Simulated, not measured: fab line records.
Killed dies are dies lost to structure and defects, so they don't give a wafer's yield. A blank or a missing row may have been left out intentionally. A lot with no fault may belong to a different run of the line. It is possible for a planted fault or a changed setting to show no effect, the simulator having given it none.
The tool behind it: which one? | flow n5_finfet | 19 lots, 57 wafers sampled, at 1 step of a route of 1938

== WHAT THE GAUGES READ, wafer by wafer ==
N5_BEOL_M13_OVL_MEAS_29. Usual: for M13_OVL the level is -2 nm and the standard deviation is 5.
lot  | measured     | on         | M13_OVL (nm) | flag
L074 | day 11 11:04 | overlay-02 | 1 5 -5       |
L078 | day 12 07:49 | overlay-02 | 4 -9 1       |
L080 | day 13 01:12 | overlay-01 | 2 2 7        |
L079 | day 13 02:25 | overlay-01 | 2 -3 -6      |
L081 | day 13 02:27 | overlay-01 | 3 1 1        |
L083 | day 13 19:23 | overlay-01 | -2 -4 -4     |
L086 | day 14 01:51 | overlay-01 | -13 2 -11    |
L084 | day 14 02:01 | overlay-01 | -8 -1 -8     |
L085 | day 14 12:32 | overlay-01 | -8 2 -4      |
L089 | day 15 09:31 | overlay-02 | -4 -1 -1     |
L088 | day 15 09:47 | overlay-01 | -2 -5 -10    |
L087 | day 15 15:53 | overlay-02 | 1 4 -2       |
L090 | day 15 16:04 | overlay-02 | -9 -10 -8    |
L091 | day 16 04:33 | overlay-01 | -3 -5 -4     |
L093 | day 16 17:45 | overlay-02 | 1 -2 -2      |
L092 | day 16 21:36 | overlay-01 | 9 9 4        |
L095 | day 17 12:37 | overlay-02 | -10 2 -8     |
L097 | day 17 18:02 | overlay-02 | -4 -3 -6     |
L096 | day 17 18:23 | overlay-01 | -8 -5 -10    |

== WHAT TOOL EACH LOT RAN ON (gives the tool, then ch and the chambers of the sampled wafers, and finally the start) ==
The record shows no process step preceding these readings.

== WHAT THE TOOLS THEMSELVES READ (means of the sampled wafers that have a number; where no wafer has one, the mark that the record gives instead) ==
The record holds no such reading with a usual standard deviation.

== THE ANSWER, worked out from the rows above alone ==
Rule: a lot counts as off when the mean over its wafers that have a number is more than 3 standard deviations away from the usual mean. A lot without any number at a reading at which 4 lots or more have one is off too. Any other lot the step has rows for is counted as sound. The gauges are gone through in route order, then the tools' own readings, and for those a lot's mean is taken as printed above. The first step at which some lot is off is used, and at that step the reading that is off furthest; a lot without a number counts as furthest.
No lot is off at any reading shown: from this, nothing can be told.

== WHAT WAS PUT IN BY THE SIMULATOR ==
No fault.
